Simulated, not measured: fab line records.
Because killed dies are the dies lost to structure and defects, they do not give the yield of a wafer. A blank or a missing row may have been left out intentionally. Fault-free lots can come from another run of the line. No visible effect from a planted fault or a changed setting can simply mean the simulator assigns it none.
Matching of chambers    flow nand_harc    4 sister chambers for NHARC_A_CHANNEL_FILL_D1_ALD_16 on ald_hk-04
The step deposits SiO2, target thk 1.5 nm, pulse time 10 s, ald cycles 15. 4 wafers are shown with their chamber, then 8 later ones without.

## EACH WAFER AND ITS CHAMBER
wafer   chamber  heater_power_w (W)
L088.4  2        445
L086.1  1        618
L086.6  0        504
L089.1  3        483

## WAFERS WITH NO CHAMBER GIVEN
wafer   heater_power_w (W)
L089.3  606
L089.6  525
L093.1  621
L093.5  590
L093.6  440
L095.1  616
L095.3  488
L095.4  527

## CHAMBER TAKEN BY EACH
wafer   from the rows above      in truth
L089.3  1                        1
L089.6  can't be placed: 0 or 3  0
L093.1  1                        1
L093.5  1                        1
L093.6  2                        2
L095.1  1                        1
L095.3  can't be placed: 3 or 0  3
L095.4  can't be placed: 0 or 3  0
5 of 8 placed correctly. Can't be placed from these rows: 3 (the true chamber is among the candidates in 3). Wrongly placed: 0.
How it was worked out, from the rows above alone: a wafer's distance from a chamber is the root of the sum, over the readings, of the square of ((its reading less the chamber's mean) divided by the reading's scatter). The wafer belongs to the nearest chamber; if the next one is less than 2 further off, it can't be placed. The mean given for a chamber averages the wafers shown for that chamber. The scatter: root of mean squared gap, hidden wafer to nearest shown wafer, with one shown wafer a chamber.
